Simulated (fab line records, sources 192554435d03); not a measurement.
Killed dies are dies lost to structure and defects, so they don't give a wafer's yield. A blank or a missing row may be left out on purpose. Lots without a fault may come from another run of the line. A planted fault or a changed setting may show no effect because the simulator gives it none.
Which tool did it? | flow n5_finfet | 14 lots, 41 wafers sampled, at 7 steps of a route of 1938

WHAT THE GAUGES READ, wafer by wafer
N5_BEOL_M3_CD_MEAS_18: pitch 36 nm, target cd 18 nm. Usual: cd_nm 18.0 nm, standard deviation 0.4.
lot  | measured     | on        | cd_nm (nm)     | flag
L834 | day 7 00:58  | cd_sem-01 | 18.0 18.2 17.7 |
L836 | day 7 05:59  | cd_sem-02 | 18.3 18.4 18.8 |
L837 | day 7 14:33  | cd_sem-02 | 17.9 17.6 17.8 |
L838 | day 8 05:49  | cd_sem-02 | 18.2 18.4 18.5 |
L839 | day 8 13:07  | cd_sem-01 | 17.3 18.4 18.4 |
L844 | day 9 20:19  | cd_sem-03 | - - -          | OFF
L845 | day 10 01:53 | cd_sem-03 | - - -          | OFF
L851 | day 11 08:06 | cd_sem-02 | 17.6 17.5 18.0 |
L853 | day 11 09:16 | cd_sem-01 | 18.2 18.7 18.1 |
L852 | day 11 10:40 | cd_sem-02 | 18.4 18.7 18.4 |
L854 | day 12 14:37 | cd_sem-02 | 17.0 18.0 17.8 |
L855 | day 12 19:28 | cd_sem-03 | 18.0 17.2      |
L857 | day 12 23:25 | cd_sem-03 | 18.2 17.6 18.3 |
L856 | day 13 01:28 | cd_sem-03 | 18.4 18.7 17.9 |

N5_BEOL_M4_RC_MEAS_101. Usual: DIBL_N 36.5 mV/V, standard deviation 1.8; DIBL_P 36.5 mV/V, standard deviation 2.1; IOFF_N 0.17 nA/um, standard deviation 0.031; IOFF_P 0.22 nA/um, standard deviation 0.036; ION_N 677 uA/um, standard deviation 11; ION_P 463 uA/um, standard deviation 8; SS_N 71.6 mV/dec, standard deviation 0.61; SS_P 73.3 mV/dec, standard deviation 0.63; VT_N 249 mV, standard deviation 3.1; VT_P -250 mV, standard deviation 3.3.
lot  | measured     | on        | DIBL_N (mV/V)  | DIBL_P (mV/V)  | IOFF_N (nA/um) | IOFF_P (nA/um) | ION_N (uA/um) | ION_P (uA/um) | SS_N (mV/dec)  | SS_P (mV/dec)  | VT_N (mV)   | VT_P (mV)      | flag
L834 | day 7 22:33  | prober-02 | 33.8 35.2 33.9 | 32.6 34.7 32.7 | 0.12 0.15 0.13 | 0.15 0.20 0.16 | 655 672 659   | 446 457 447   | 71.0 71.0 70.7 | 72.9 73.3 71.9 | 253 248 253 | -257 -250 -255 |
L836 | day 8 12:54  | prober-01 | 34.9 37.1 34.9 | 36.3 39.6 36.8 | 0.16 0.19 0.16 | 0.17 0.23 0.18 | 684 679 673   | 455 464 457   | 71.6 71.9 71.8 | 73.8 74.0 72.7 | 249 246 249 | -252 -251 -255 |
L837 | day 8 14:43  | prober-02 | 40.8 37.6 37.2 | 41.5 38.2 36.6 | 0.23 0.17 0.15 | 0.26 0.20 0.18 | 683 688 675   | 462 465 454   | 72.8 71.1 71.1 | 74.2 73.7 73.3 | 245 248 251 | -250 -253 -255 |
L838 | day 8 21:28  | prober-01 | 37.0 38.6 36.6 | 36.2 39.5 36.2 | 0.16 0.19 0.15 | 0.20 0.25 0.20 | 671 691 676   | 458 474 469   | 71.6 71.3 70.8 | 73.5 74.3 73.4 | 247 247 249 | -251 -247 -248 |
L839 | day 9 10:14  | prober-01 | 38.5 34.7 36.1 | 38.5 34.7 35.5 | 0.21 0.14 0.15 | 0.26 0.20 0.20 | 694 681 679   | 476 468 469   | 72.0 71.0 71.7 | 73.7 72.8 73.1 | 242 250 250 | -245 -248 -249 |
L851 | day 12 10:10 | prober-01 | 33.8 37.1 35.9 | 31.6 35.1 33.6 | 0.12 0.19 0.17 | 0.16 0.22 0.19 | 667 681 668   | 455 460 455   | 70.6 71.2 71.5 | 71.7 73.0 73.0 | 252 245 247 | -252 -246 -251 |
L853 | day 12 10:23 | prober-02 | 37.5 36.0 36.7 | 38.0 36.8 37.7 | 0.20 0.18 0.19 | 0.29 0.27 0.30 | 688 694 692   | 475 482 478   | 72.0 71.0 71.7 | 73.8 73.5 73.9 | 246 246 248 | -242 -243 -241 |
L852 | day 12 13:29 | prober-02 | 38.7 35.6 38.0 | 39.5 35.4 37.7 | 0.19 0.13 0.17 | 0.25 0.19 0.22 | 680 669 669   | 469 461 460   | 71.8 71.8 72.6 | 73.7 73.0 73.1 | 247 253 249 | -249 -252 -249 |
L854 | day 13 18:14 | prober-01 | 35.3 34.3 34.7 | 37.2 35.6 36.1 | 0.15 0.13 0.14 | 0.20 0.18 0.19 | 679 677 675   | 467 464 465   | 70.5 71.4 71.3 | 73.8 73.4 73.8 | 250 251 250 | -252 -252 -250 |
L855 | day 13 21:04 | prober-02 | 33.1 36.2      | 32.2 36.9      | 0.11 0.17      | 0.17 0.22      | 649 664       | 458 463       | 70.5 72.0      | 72.9 72.4      | 253 251     | -252 -249      |
L857 | day 14 23:12 | prober-01 | 37.0 40.1 38.5 | 35.4 39.8 38.1 | 0.15 0.20 0.18 | 0.20 0.28 0.25 | 662 673 667   | 456 465 461   | 72.7 72.6 71.9 | 72.6 74.4 73.8 | 253 251 248 | -251 -245 -247 |
L856 | day 14 00:46 | prober-02 | 36.9 38.9 35.3 | 37.0 39.9 35.8 | 0.17 0.21 0.16 | 0.25 0.29 0.22 | 673 687 683   | 465 476 472   | 71.8 72.7 71.2 | 73.1 73.8 72.8 | 247 247 250 | -246 -243 -248 |

WHICH TOOL RAN EACH LOT (tool, then ch and the chambers of the sampled wafers, then the start)
lot  | N5_BEOL_M2_ANNEAL_91         | N5_BEOL_M2_SPUTTER_92        | N5_BEOL_M2_ANNEAL_93         | N5_BEOL_M3_HM_DEP_02         | N5_BEOL_M3_HM_OPEN_17
L834 | pvd_sputter-02, day 6 21:55  | pvd_sputter-02, day 6 22:03  | pvd_sputter-02, day 6 22:08  | pvd_sputter-03, day 7 00:01  | rie_metal-03 ch 0,1, day 7 00:49
L836 | pvd_sputter-03, day 7 01:44  | pvd_sputter-03, day 7 01:53  | pvd_sputter-03, day 7 01:58  | pvd_sputter-03, day 7 04:58  | rie_metal-02 ch 0,1, day 7 05:50
L837 | pvd_sputter-02, day 7 11:08  | pvd_sputter-02, day 7 11:16  | pvd_sputter-02, day 7 11:21  | pvd_sputter-01, day 7 13:29  | rie_metal-03 ch 0,1, day 7 14:22
L838 | pvd_sputter-03, day 8 01:27  | pvd_sputter-03, day 8 01:35  | pvd_sputter-03, day 8 01:40  | pvd_sputter-03, day 8 04:10  | rie_metal-02 ch 0,1, day 8 05:35
L839 | pvd_sputter-01, day 8 08:18  | pvd_sputter-01, day 8 08:26  | pvd_sputter-01, day 8 08:31  | pvd_sputter-01, day 8 10:11  | rie_metal-01 ch 0,1, day 8 12:01
L844 | pvd_sputter-02, day 9 15:31  | pvd_sputter-02, day 9 15:39  | pvd_sputter-02, day 9 15:44  | pvd_sputter-03, day 9 19:07  | rie_metal-02 ch 0, day 9 19:52
L845 | pvd_sputter-01, day 9 22:38  | pvd_sputter-01, day 9 22:46  | pvd_sputter-01, day 9 22:51  | pvd_sputter-02, day 10 00:57 | rie_metal-01 ch 0,1, day 10 01:44
L851 | pvd_sputter-03, day 11 03:27 | pvd_sputter-03, day 11 03:35 | pvd_sputter-03, day 11 03:40 | pvd_sputter-02, day 11 06:57 | rie_metal-02 ch 0,1, day 11 07:50
L853 | pvd_sputter-03, day 11 05:17 | pvd_sputter-03, day 11 05:26 | pvd_sputter-03, day 11 05:31 | pvd_sputter-02, day 11 08:11 | rie_metal-01 ch 0,1, day 11 09:05
L852 | pvd_sputter-03, day 11 07:35 | pvd_sputter-03, day 11 07:44 | pvd_sputter-03, day 11 07:49 | pvd_sputter-03, day 11 09:43 | rie_metal-01 ch 0,1, day 11 10:29
L854 | pvd_sputter-01, day 12 10:52 | pvd_sputter-01, day 12 11:01 | pvd_sputter-01, day 12 11:05 | pvd_sputter-01, day 12 13:32 | rie_metal-01 ch 0,1, day 12 14:25
L855 | pvd_sputter-01, day 12 16:09 | pvd_sputter-01, day 12 16:17 | pvd_sputter-01, day 12 16:22 | pvd_sputter-01, day 12 18:25 | rie_metal-01 ch 1, day 12 19:17
L857 | pvd_sputter-02, day 12 19:35 | pvd_sputter-02, day 12 19:43 | pvd_sputter-02, day 12 19:48 | pvd_sputter-01, day 12 22:28 | rie_metal-02 ch 0,1, day 12 23:14
L856 | pvd_sputter-01, day 12 19:41 | pvd_sputter-01, day 12 19:50 | pvd_sputter-01, day 12 19:55 | pvd_sputter-01, day 13 00:25 | rie_metal-02 ch 0,1, day 13 01:17
- N5_BEOL_M2_ANNEAL_91: time 240 s.
- N5_BEOL_M2_SPUTTER_92: material Cu, target thk 4.5 nm, time 8.29 s.
- N5_BEOL_M2_ANNEAL_93: time 240 s.
- N5_BEOL_M3_HM_DEP_02: deposits TiN, target thk 20 nm.
- N5_BEOL_M3_HM_OPEN_17: chemistry Cl2/BCl3, target TiN, target depth 20 nm, overetch 6 nm.

WHAT THE TOOLS THEMSELVES READ (means of the sampled wafers that have a number; where no wafer has one, the mark that the record gives instead)
N5_BEOL_M2_ANNEAL_91. Usual: heater_power_w 827 W, standard deviation 130.
lot  | tool           | heater_power_w (W) | flag
L834 | pvd_sputter-02 | 828                |
L836 | pvd_sputter-03 | 762                |
L837 | pvd_sputter-02 | 840                |
L838 | pvd_sputter-03 | 789                |
L839 | pvd_sputter-01 | 842                |
L844 | pvd_sputter-02 | 925                |
L845 | pvd_sputter-01 | 788                |
L851 | pvd_sputter-03 | 750                |
L853 | pvd_sputter-03 | 767                |
L852 | pvd_sputter-03 | 782                |
L854 | pvd_sputter-01 | 816                |
L855 | pvd_sputter-01 | 804                |
L857 | pvd_sputter-02 | 834                |
L856 | pvd_sputter-01 | 841                |

N5_BEOL_M2_SPUTTER_92. Usual: throttle_valve_pct 30.1 %, standard deviation 1.
lot  | tool           | throttle_valve_pct (%) | flag
L834 | pvd_sputter-02 | 30.3                   |
L836 | pvd_sputter-03 | 30.1                   |
L837 | pvd_sputter-02 | 30.5                   |
L838 | pvd_sputter-03 | 30.7                   |
L839 | pvd_sputter-01 | 28.8                   |
L844 | pvd_sputter-02 | 30.3                   |
L845 | pvd_sputter-01 | 29.1                   |
L851 | pvd_sputter-03 | 29.9                   |
L853 | pvd_sputter-03 | 30.8                   |
L852 | pvd_sputter-03 | 30.8                   |
L854 | pvd_sputter-01 | 29.4                   |
L855 | pvd_sputter-01 | 29.9                   |
L857 | pvd_sputter-02 | 30.5                   |
L856 | pvd_sputter-01 | 28.9                   |

N5_BEOL_M2_ANNEAL_93. Usual: heater_power_w 827 W, standard deviation 130.
lot  | tool           | heater_power_w (W) | flag
L834 | pvd_sputter-02 | 823                |
L836 | pvd_sputter-03 | 764                |
L837 | pvd_sputter-02 | 835                |
L838 | pvd_sputter-03 | 778                |
L839 | pvd_sputter-01 | 849                |
L844 | pvd_sputter-02 | 925                |
L845 | pvd_sputter-01 | 785                |
L851 | pvd_sputter-03 | 735                |
L853 | pvd_sputter-03 | 781                |
L852 | pvd_sputter-03 | 782                |
L854 | pvd_sputter-01 | 807                |
L855 | pvd_sputter-01 | 782                |
L857 | pvd_sputter-02 | 847                |
L856 | pvd_sputter-01 | 842                |

N5_BEOL_M3_HM_DEP_02. Usual: chamber_pressure_pa 0.5000 Pa, standard deviation 0.00089; substrate_temp_c 24.99 C, standard deviation 0.1; throttle_valve_pct 30.0 %, standard deviation 1.1.
lot  | tool           | chamber_pressure_pa (Pa) | substrate_temp_c (C) | throttle_valve_pct (%) | flag
L834 | pvd_sputter-03 | 0.5000                   | 25.09                | 30.2                   |
L836 | pvd_sputter-03 | 0.4995                   | 25.02                | 31.1                   |
L837 | pvd_sputter-01 | 0.5005                   | 25.02                | 28.4                   |
L838 | pvd_sputter-03 | 0.4999                   | 25.00                | 31.4                   |
L839 | pvd_sputter-01 | 0.4988                   | 24.87                | 30.0                   |
L844 | pvd_sputter-03 | -                        | -                    | -                      | OFF
L845 | pvd_sputter-02 | -                        | -                    | -                      | OFF
L851 | pvd_sputter-02 | 0.4996                   | 24.98                | 30.9                   |
L853 | pvd_sputter-02 | 0.4995                   | 25.00                | 30.2                   |
L852 | pvd_sputter-03 | 0.4994                   | 25.05                | 31.2                   |
L854 | pvd_sputter-01 | 0.5001                   | 24.97                | 29.4                   |
L855 | pvd_sputter-01 | 0.5004                   | 25.12                | 28.9                   |
L857 | pvd_sputter-01 | 0.4997                   | 25.06                | 29.4                   |
L856 | pvd_sputter-01 | 0.5014                   | 24.81                | 29.5                   |

N5_BEOL_M3_HM_OPEN_17. Usual: bias_w 125.9 W, standard deviation 0.39; drypump_motor_current_A 5.5 A, standard deviation 0.41; oes_product_au 0.70 a.u., standard deviation 0.097; rf_fwd_power_W 993 W, standard deviation 4.1; throttle_valve_pct 22.1 %, standard deviation 0.39.
lot  | tool         | bias_w (W) | drypump_motor_current_A (A) | oes_product_au (a.u.) | rf_fwd_power_W (W) | throttle_valve_pct (%) | flag
L834 | rie_metal-03 | 125.8      | 5.5                         | 0.73                  | 994                | 22.5                   |
L836 | rie_metal-02 | 125.6      | 6.1                         | 0.61                  | 996                | 22.2                   |
L837 | rie_metal-03 | 126.1      | 5.5                         | 0.72                  | 995                | 22.5                   |
L838 | rie_metal-02 | 126.2      | 6.1                         | 0.59                  | 993                | 22.2                   |
L839 | rie_metal-01 | 125.8      | 5.1                         | 0.55                  | 994                | 22.3                   |
L844 | rie_metal-02 | 125.8      | 6.0                         | 0.34                  | 994                | 22.3                   | OFF
L845 | rie_metal-01 | 126.3      | 5.1                         | 0.31                  | 990                | 22.5                   | OFF
L851 | rie_metal-02 | 125.9      | 6.1                         | 0.82                  | 992                | 22.1                   |
L853 | rie_metal-01 | 125.6      | 5.1                         | 0.70                  | 991                | 21.8                   |
L852 | rie_metal-01 | 126.2      | 5.0                         | 0.68                  | 991                | 21.9                   |
L854 | rie_metal-01 | 125.7      | 5.0                         | 0.67                  | 990                | 21.9                   |
L855 | rie_metal-01 | 126.0      | 5.1                         | 0.78                  | 1000               | 22.2                   |
L857 | rie_metal-02 | 126.1      | 6.1                         | 0.78                  | 993                | 22.1                   |
L856 | rie_metal-02 | 125.7      | 6.0                         | 0.75                  | 994                | 21.8                   |

THE ANSWER, worked out from the rows above alone
Rule: a lot is off if the mean of its wafers that have a number lies more than 3 standard deviations from the usual mean. A lot without any number at a reading at which 4 lots or more have one is off too. The other lots that the step has rows for count as sound. The gauges are gone through in route order, then the tools' own readings, and for those a lot's mean is taken as printed above. The first step at which some lot is off is used, and at that step the reading that is off furthest; a lot without a number counts as furthest.
Off: L844, L845, at N5_BEOL_M3_CD_MEAS_18 (cd_nm). Without a number there: L844, L845.
A tool fits if, at a process step before that reading, it ran every lot that is off, and no sound lot after the first of them. The gauges at N5_BEOL_M3_CD_MEAS_18 aren't tried: what is off there is off at N5_BEOL_M3_HM_DEP_02 too, on other tools, and a gauge's error can't cause that. None of those tried fits.

WHAT THE SIMULATOR HAD PUT IN
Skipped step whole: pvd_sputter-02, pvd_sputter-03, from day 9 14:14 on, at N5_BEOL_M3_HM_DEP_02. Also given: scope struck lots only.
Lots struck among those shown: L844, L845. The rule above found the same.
